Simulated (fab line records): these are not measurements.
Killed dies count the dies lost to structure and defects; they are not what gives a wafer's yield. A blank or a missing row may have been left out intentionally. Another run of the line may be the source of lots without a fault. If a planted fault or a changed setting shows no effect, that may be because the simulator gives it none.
A lot that was struck, set against a sound lot | flow nand-harc | 42 steps out of a route of 1159
Sound: the wafers L527.2, L527.3, L527.6. Struck: wafer L537.6 (L537.1, L537.3, from the same lot, were not struck and are left out); the cause is given at the end.
At each step with rows: each side's tool, then ch and its chambers, then its first start. Under that, the readings that differ: sound wafers | struck wafers | difference of the means | sigmas: that difference in standard deviations of wafers without a fault.
alike: words and numbers the same on both sides, and readings whose means are apart by under 2 such deviations; not compared: readings that were withheld, readings missing a value for some wafer, numbers with overlapping values and no deviation given by the record, and bounds like >300 which may hide the same value.
The two part at a step that has a row with sigmas, a row that says differs or no value, or rows on one side only. Numbers that have no deviation but don't overlap get no sigmas and don't part them. A reading missing from all wafers of one side parts the sides only when that side holds two or more wafers.

first, 4 steps without rows for these wafers: NHARC_HYBRID_BOND_PRECLEAN_01 (cleans in DIW, time 300 s); NHARC_HYBRID_BOND_SRD_02 (time 30 s, dry time 20 s); NHARC_HYBRID_BOND_BOND_03; NHARC_HYBRID_BOND_ANNEAL_04 (time 7200 s).
NHARC_HYBRID_BOND_OVL_MEAS_05:
  struck on overlay-02, day 21 04:49; sound on overlay-01, day 18 17:51
  alike: overlay-x-nm, overlay-y-nm
NHARC_HYBRID_BOND_INSPECT_06: inspects for defects (ir void).
  struck on defect-inspect-01, day 21 04:52; sound on defect-inspect-01, day 18 17:54
  alike: raw-defect-count
then, 2 steps without rows for these wafers: NHARC_THIN_TSV_GRIND_00; NHARC_THIN_TSV_CMP_01 (polishes).
NHARC_THIN_TSV_THK_MEAS_02: measures by ir.
  struck on film-metro-01, day 21 07:40; sound on film-metro-01, day 18 21:56
  alike: thk-nm
then, 3 steps without rows for these wafers: NHARC_THIN_TSV_SRD_03; NHARC_THIN_TSV_PRECLEAN_41 (cleans in SC1); NHARC_THIN_TSV_SRD_42.
NHARC_THIN_TSV_DEP_43: deposits SiO2, target thk 1328.5 nm.
  sound on pecvd-04 ch 0,2, day 18 22:13; struck on pecvd-01 ch 0, day 21 07:56
  alike: throttle-valve-pct
then, 8 steps without rows for these wafers: NHARC_THIN_TSV_DEHYDRATE_04 (time 120 s); NHARC_THIN_TSV_HMDS_05 (time 30 s); NHARC_THIN_TSV_COAT_06; NHARC_THIN_TSV_SOFTBAKE_07 (time 95 s); NHARC_THIN_TSV_EBR_08; NHARC_THIN_TSV_EXPOSE_09 (exposes mask TSV); NHARC_THIN_TSV_PEB_10 (peb time 85 s); NHARC_THIN_TSV_DEVELOP_11 (time 70 s).
NHARC_THIN_TSV_CD_MEAS_12 targets a cd of 1000 nm.
  sound on cd-sem-01 ch 0, day 18 23:03; struck on cd-sem-01 ch 0, day 21 08:44
  alike: cd-nm
then, 1 step without rows for these wafers: NHARC_THIN_TSV_HARDBAKE_13 (time 80 s).
NHARC_THIN_TSV_DESCUM_14: chemistry O2, time 3 s.
  sound on rie-diel-03 ch 1,2,3, day 18 23:13; struck on rie-diel-07 ch 0, day 21 08:53
  alike: drypump-motor-current-A, mfc-ar-sccm, o2-flow-sccm, oes-product-au, rf-vpp-V, showerhead-plenum-p-Torr, throttle-valve-pct
  not compared: rf-hours-counter-h
then, 2 steps without rows for these wafers: NHARC_THIN_TSV_ETCH_44 (etches the open film in CF4/O2, target depth 1594.2 nm, time 797.1 s); NHARC_THIN_TSV_ETCH_15 (target depth 3000 nm, bosch target overetch cycles 2, bosch etch step 2.8 s).
NHARC_THIN_TSV_CD_MEAS_16:
  struck on cd-sem-02, day 21 09:41; sound on cd-sem-03, day 19 00:01
  alike: cd-nm
then, 3 steps without rows for these wafers: NHARC_THIN_TSV_STRIP_45 (strips in O2); NHARC_THIN_TSV_STRIP_46 (strips in post etch residue remover, time 1200 s); NHARC_THIN_TSV_DEP_47 (deposits SiO2, target thk 200 nm).
NHARC_THIN_TSV_ETCHBACK_48: etches the open film in C4F8/Ar, target depth 1028.5 nm, time 405.17 s.
  sound on rie-diel-03 ch 0,1,3, day 19 01:20; struck on rie-diel-07 ch 0, day 21 11:02
  alike: bias-w, oes-product-au, rf-vpp-V
  not compared: rf-hours-counter-h
then, 1 step without rows for these wafers: NHARC_THIN_TSV_STRIP_62 (strips in N2/H2, time 20 s).
NHARC_THIN_TSV_DEGAS_49: time 120 s.
  struck on pvd-sputter-03, day 21 11:58; sound on pvd-sputter-01, day 19 01:50
  alike: heater-power-w
NHARC_THIN_TSV_PRE_CLEAN_50: time 30 s.
  sound on pvd-sputter-01; struck on pvd-sputter-03
  alike: heater-power-w
then, 1 step without rows for these wafers: NHARC_THIN_TSV_PVD_19 (deposits TaN, target thk 20 nm).
NHARC_THIN_TSV_PVD_51: deposits Cu, target thk 100 nm.
  sound on pvd-sputter-01; struck on pvd-sputter-03
  alike: throttle-valve-pct
then, 5 steps without rows for these wafers: NHARC_THIN_TSV_ECD_20 (material Cu, target thk 2000 nm); NHARC_THIN_TSV_ANNEAL_52 (time 90 s); NHARC_THIN_TSV_CMP_21 (polishes, t overpolish 30 s, target thk 2000 nm); NHARC_THIN_TSV_SRD_23; NHARC_THIN_TSV_DEGAS_53 (time 60 s).
NHARC_END_SORT_01:
  at this point the record logs the struck wafers (prober-01 ch 0, day 22 08:03) and has no rows for the sound ones

== WHERE THEY PART ==
NHARC_END_SORT_01 only, going by this record.

WHY: what the simulator had put in
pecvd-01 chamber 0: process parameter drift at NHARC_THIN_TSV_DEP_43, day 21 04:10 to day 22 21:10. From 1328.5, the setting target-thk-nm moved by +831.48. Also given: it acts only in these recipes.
